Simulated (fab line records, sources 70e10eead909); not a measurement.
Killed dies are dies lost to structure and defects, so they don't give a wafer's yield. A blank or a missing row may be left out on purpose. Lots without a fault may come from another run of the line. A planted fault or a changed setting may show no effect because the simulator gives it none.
Chamber matching | flow nand_harc | NHARC_A_CONTACT_DESCUM_47 on rie_diel-05: 4 sister chambers
The step chemistry O2, time 3 s. 36 wafers are shown with their chamber, then 12 later ones without.

WAFERS WITH THEIR CHAMBER
wafer  | chamber | drypump_motor_current_A (A) | showerhead_plenum_p_Torr (Torr) | oes_product_au (a.u.)
L074.2 | 3       | 4.9                         | 1.85                            | 1.002
L074.5 | 0       | 5.5                         | 1.87                            | 1.011
L074.6 | 1       | 5.5                         | 2.01                            | 1.008
L075.1 | 0       | 5.5                         | 1.87                            | 1.020
L075.2 | 3       | 4.9                         | 1.84                            | 1.012
L075.5 | 0       | 5.5                         | 1.87                            | 1.018
L078.1 | 1       | 5.5                         | 2.01                            | 1.004
L078.2 | 0       | 5.5                         | 1.87                            | 1.016
L078.5 | 0       | 5.5                         | 1.87                            | 1.012
L077.4 | 1       | 5.5                         | 2.01                            | 1.014
L077.5 | 0       | 5.5                         | 1.87                            | 1.027
L077.6 | 3       | 4.9                         | 1.84                            | 1.029
L079.2 | 1       | 5.5                         | 2.01                            | 1.010
L079.3 | 0       | 5.5                         | 1.87                            | 1.015
L079.6 | 2       | 5.7                         | 1.91                            | 1.006
L080.1 | 1       | 5.5                         | 2.01                            | 1.015
L080.4 | 0       | 5.5                         | 1.87                            | 1.025
L080.6 | 2       | 5.8                         | 1.91                            | 1.009
L082.1 | 1       | 5.5                         | 2.01                            | 1.007
L082.2 | 2       | 5.8                         | 1.91                            | 1.013
L082.4 | 0       | 5.5                         | 1.87                            | 1.009
L084.3 | 2       | 5.8                         | 1.90                            | 0.998
L084.5 | 3       | 4.9                         | 1.84                            | 1.007
L084.6 | 0       | 5.5                         | 1.87                            | 1.017
L086.1 | 2       | 5.8                         | 1.90                            | 0.995
L086.3 | 1       | 5.5                         | 2.00                            | 0.992
L086.6 | 2       | 5.7                         | 1.90                            | 0.992
L090.3 | 3       | 4.9                         | 1.84                            | 0.996
L090.4 | 0       | 5.5                         | 1.86                            | 0.994
L090.5 | 3       | 4.9                         | 1.84                            | 0.995
L091.2 | 3       | 4.9                         | 1.84                            | 1.010
L091.5 | 3       | 4.9                         | 1.84                            | 1.014
L091.6 | 2       | 5.8                         | 1.90                            | 0.995
L092.1 | 3       | 4.9                         | 1.84                            | 1.010
L092.4 | 2       | 5.8                         | 1.90                            | 0.998
L092.5 | 0       | 5.5                         | 1.86                            | 0.994

SIGNATURES (means of the wafers above)
reading                  | chamber 0 | chamber 1 | chamber 2 | chamber 3 | scatter within a chamber
drypump_motor_current_A  | 5.500     | 5.500     | 5.775     | 4.900     | 0.0217
showerhead_plenum_p_Torr | 1.8683    | 2.0086    | 1.9037    | 1.8411    | 0.00406
oes_product_au           | 1.01317   | 1.00714   | 1.00075   | 1.00833   | 0.00935
Rule: a wafer's distance from a chamber is the root of the sum, over the readings, of the square of ((its reading less the chamber's mean) divided by the reading's scatter). The wafer belongs to the nearest chamber; if the next one is less than 2 further off, it can't be placed. The scatter: the root of (the sum of the squares of (reading less its chamber's mean) over the shown wafers, divided by (wafers less chambers)).

WAFERS WITHOUT THEIR CHAMBER
wafer  | drypump_motor_current_A (A) | showerhead_plenum_p_Torr (Torr) | oes_product_au (a.u.)
L093.1 | 5.5                         | 1.86                            | 0.989
L093.5 | 5.5                         | 1.86                            | 0.986
L093.6 | 4.9                         | 1.84                            | 0.987
L095.3 | 4.9                         | 1.84                            | 0.998
L095.4 | 5.8                         | 1.90                            | 1.009
L095.5 | 5.5                         | 1.86                            | 0.987
L096.1 | 5.8                         | 1.90                            | 0.993
L096.3 | 4.8                         | 1.84                            | 0.996
L096.5 | 5.8                         | 1.90                            | 0.995
L097.2 | 5.5                         | 2.00                            | 0.993
L097.4 | 4.9                         | 1.83                            | 1.004
L097.6 | 5.5                         | 2.00                            | 0.992

WHICH CHAMBER EACH WENT THROUGH
wafer  | from the rows above | in truth
L093.1 | 0                   | 0
L093.5 | 0                   | 0
L093.6 | 3                   | 3
L095.3 | 3                   | 3
L095.4 | 2                   | 2
L095.5 | 0                   | 0
L096.1 | 2                   | 2
L096.3 | 3                   | 3
L096.5 | 2                   | 2
L097.2 | 1                   | 1
L097.4 | 3                   | 3
L097.6 | 1                   | 1
Placed correctly: 12 of 12. Can't be placed from these rows: 0. Placed wrongly: 0.
